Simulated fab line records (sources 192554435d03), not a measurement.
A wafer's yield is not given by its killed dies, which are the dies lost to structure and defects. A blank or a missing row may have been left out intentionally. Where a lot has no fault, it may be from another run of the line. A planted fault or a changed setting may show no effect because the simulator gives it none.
The same fault as seen by 2 desks | flow n5_finfet | each desk has only its own numbers; what lay behind them comes last

== THE TOOL OWNER'S DESK: pecvd-04 ==
The tool's own readings at N5_MOL_CONTACT_COAG_PECVD_31 (deposits SiO2 from TEOS/O2, target thk 46 nm, time 8.9 s): means of the sampled wafers that have a number, for each lot that ran on this tool. A lot is out of limits, marked OUT, if its mean lies more than 4 standard deviations from the usual mean; the brackets give that distance.
Columns: A = susceptor_temp_C at N5_MOL_CONTACT_COAG_PECVD_31, usual 400.01 C
lot  | first seen here | A
L579 | day 6 09:20     | 399.99
L589 | day 9 05:29     | 396.54 (-17) OUT
L590 | day 9 07:37     | 396.35 (-17) OUT
This desk's verdict: out of limits on L589, L590, starting with L589 at day 9 05:29 (susceptor_temp_C at N5_MOL_CONTACT_COAG_PECVD_31). In limits: L579.

== THE METROLOGY DESK ==
What the gauges read for every lot (on any tool): the sampled wafers with a number, averaged. A lot is out of limits, marked OUT, if its mean lies more than 4 standard deviations from the usual mean; the brackets give that distance. Readings shown: 7 of its 10, picked as those furthest out on some lot.
Columns: A = DIBL_N at N5_BEOL_M4_RC_MEAS_101, usual 36.2 mV/V; B = DIBL_P at N5_BEOL_M4_RC_MEAS_101, usual 36.5 mV/V; C = IOFF_N at N5_BEOL_M4_RC_MEAS_101, usual 0.16 nA/um; D = IOFF_P at N5_BEOL_M4_RC_MEAS_101, usual 0.22 nA/um; E = ION_N at N5_BEOL_M4_RC_MEAS_101, usual 675 uA/um; F = SS_P at N5_BEOL_M4_RC_MEAS_101, usual 73.4 mV/dec; G = VT_P at N5_BEOL_M4_RC_MEAS_101, usual -250 mV
lot  | first seen here | A    | B    | C    | D    | E   | F    | G
L579 | day 9 08:48     | 37.7 | 39.1 | 0.20 | 0.28 | 674 | 75.2 | -246
L589 | day 12 07:58    | 35.1 | 36.0 | 0.13 | 0.19 | 658 | 73.1 | -251
L590 | day 12 16:18    | 34.1 | 33.7 | 0.14 | 0.18 | 672 | 72.6 | -252
L594 | day 13 01:03    | 36.2 | 38.0 | 0.15 | 0.21 | 681 | 73.7 | -252
Result from this desk: across the 4 lots, nothing is out of limits.

== ALL TOGETHER ==
At day 9 05:29, on L589, L590, the tool owner's desk was in a position to raise an alarm.
Metrology desk: nothing out of limits seen.
The metrology desk holds a record of L589, L590, inside its limits.
Every lot named ran N5_MOL_CONTACT_COAG_PECVD_31 on pecvd-04.

== WHAT HAD BEEN PUT IN BY THE SIMULATOR ==
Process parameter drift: pecvd-04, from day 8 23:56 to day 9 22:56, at N5_MOL_CONTACT_COAG_PECVD_31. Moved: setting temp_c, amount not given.
Struck lots among those shown: L589, L590.
Time in hours from fault onset to the first out-of-limits reading at each desk: the tool owner's desk, 6.
